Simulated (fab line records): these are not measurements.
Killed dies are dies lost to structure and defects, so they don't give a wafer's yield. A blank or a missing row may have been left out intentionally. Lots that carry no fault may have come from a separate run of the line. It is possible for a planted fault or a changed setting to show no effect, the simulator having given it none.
Commonality check across tools | flow nand-harc | 3 lots, 9 wafers sampled

== WHY THIS WAS OPENED ==
On 2 of the 3 lots, a flag is raised at NHARC_END_SORT_01 on the reading killed-at-array. Fault-free wafers read 26, with a standard deviation of 11.
Rule: a lot is flagged when every wafer of it that has a number lies more than 4 standard deviations from that mean, or none has a number. As for the other lots, they are considered sound.

lot  | measured     | on        | killed-at-array, wafer by wafer | flag
L879 | day 23 11:49 | prober-01 | 14 16 15                        |
L882 | day 23 12:42 | prober-02 | 668 670 672                     | FLAGGED
L885 | day 24 10:36 | prober-01 | 674 670 674                     | FLAGGED
On average the flagged lots' numbers are 671, which is +645 against the usual, or +59 standard deviations.

== TOOL THAT RAN EACH LOT ==
4 process steps preceding the reading are held in the record, out of 1159 steps in the route. Every cell lists first the tool, next ch and the chambers used by the sampled wafers, and last the start.
lot  | flag    | NHARC_A_STAIRCASE_TRIM_191                    | NHARC_A_STAIRCASE_TRIM_193                    | NHARC_A_STAIRCASE_ETCH_194         | NHARC_A_STAIRCASE_ETCH_201
L879 |         | rie-diel-07 ch 0,1, day 15 08:33 or earlier   | rie-diel-07 ch 1,3, day 15 08:33 or earlier   | rie-diel-07 ch 1,3, day 15 08:33   | rie-diel-07 ch 0,3, day 23 11:49 or earlier
L882 | FLAGGED | rie-diel-09 ch 0,3, day 15 11:47 or earlier   | rie-diel-09 ch 0,2,3, day 15 11:47 or earlier | rie-diel-09 ch 0,1,2, day 15 11:47 | rie-diel-06 ch 1,2, day 23 12:42 or earlier
L885 | FLAGGED | rie-diel-09 ch 1,2,3, day 15 22:37 or earlier | rie-diel-09 ch 1,2,3, day 15 22:37 or earlier | rie-diel-09 ch 1,2,3, day 15 22:37 | rie-diel-09 ch 1,2,3, day 24 10:36 or earlier
What the steps here do:
- NHARC_A_STAIRCASE_TRIM_191: chemistry O2, time 211.2 s.
- NHARC_A_STAIRCASE_TRIM_193: chemistry O2, time 211.2 s.
- NHARC_A_STAIRCASE_ETCH_194: etches the open film in C4F8/O2, target depth 100 nm, time 40.5 s.
- NHARC_A_STAIRCASE_ETCH_201: etches the open film in C4F8/O2, target depth 100 nm, time 40.5 s.
- NHARC_END_SORT_01

== FLAGGED AGAINST TOTAL, ONE TOOL AT A TIME (gauges that did the reading follow at the end) ==
step                       | tool        | lots run | flagged | share of the flagged lots | sound lots run after its first flagged lot
NHARC_A_STAIRCASE_TRIM_191 | rie-diel-07 | 1        | 0       | none                      | -
NHARC_A_STAIRCASE_TRIM_191 | rie-diel-09 | 2        | 2       | all                       | 0
NHARC_A_STAIRCASE_TRIM_193 | rie-diel-07 | 1        | 0       | none                      | -
NHARC_A_STAIRCASE_TRIM_193 | rie-diel-09 | 2        | 2       | all                       | 0
NHARC_A_STAIRCASE_ETCH_194 | rie-diel-07 | 1        | 0       | none                      | -
NHARC_A_STAIRCASE_ETCH_194 | rie-diel-09 | 2        | 2       | all                       | 0
NHARC_A_STAIRCASE_ETCH_201 | rie-diel-06 | 1        | 1       | some                      | 0
NHARC_A_STAIRCASE_ETCH_201 | rie-diel-07 | 1        | 0       | none                      | -
NHARC_A_STAIRCASE_ETCH_201 | rie-diel-09 | 1        | 1       | some                      | 0
NHARC_END_SORT_01          | prober-01   | 2        | 1       | some                      | 0
NHARC_END_SORT_01          | prober-02   | 1        | 1       | some                      | 0
NHARC_A_STAIRCASE_TRIM_191: start missing for some lots; hours and lot order therefore follow NHARC_A_STAIRCASE_ETCH_194. NHARC_A_STAIRCASE_TRIM_193: start missing for some lots; hours and lot order therefore follow NHARC_A_STAIRCASE_ETCH_194. NHARC_A_STAIRCASE_ETCH_201: start missing for some lots; hours and lot order therefore follow NHARC_END_SORT_01.

== WHAT IS ALLOWED BY THE TABLE ==
All flagged lots were run by 3 table rows, namely rie-diel-09 at NHARC_A_STAIRCASE_TRIM_191, rie-diel-09 at NHARC_A_STAIRCASE_TRIM_193, rie-diel-09 at NHARC_A_STAIRCASE_ETCH_194.
- rie-diel-09 at NHARC_A_STAIRCASE_TRIM_191: 2 of its 2 lots flagged. In this sample it ran no sound lot ahead of its first flagged lot, so there is no way to narrow down the start.
- rie-diel-09 at NHARC_A_STAIRCASE_TRIM_193: 2 of its 2 lots flagged. In this sample it ran no sound lot ahead of its first flagged lot, so there is no way to narrow down the start.
- rie-diel-09 at NHARC_A_STAIRCASE_ETCH_194: 2 of its 2 lots flagged. In this sample it ran no sound lot ahead of its first flagged lot, so there is no way to narrow down the start. Its own readings lie more than 4 standard deviations out on every wafer of the flagged lots: oes-product-au.
rie-diel-09 at NHARC_A_STAIRCASE_TRIM_191 and NHARC_A_STAIRCASE_TRIM_193 and NHARC_A_STAIRCASE_ETCH_194 is the single tool remaining.

== WHAT WAS PUT IN BY THE SIMULATOR ==
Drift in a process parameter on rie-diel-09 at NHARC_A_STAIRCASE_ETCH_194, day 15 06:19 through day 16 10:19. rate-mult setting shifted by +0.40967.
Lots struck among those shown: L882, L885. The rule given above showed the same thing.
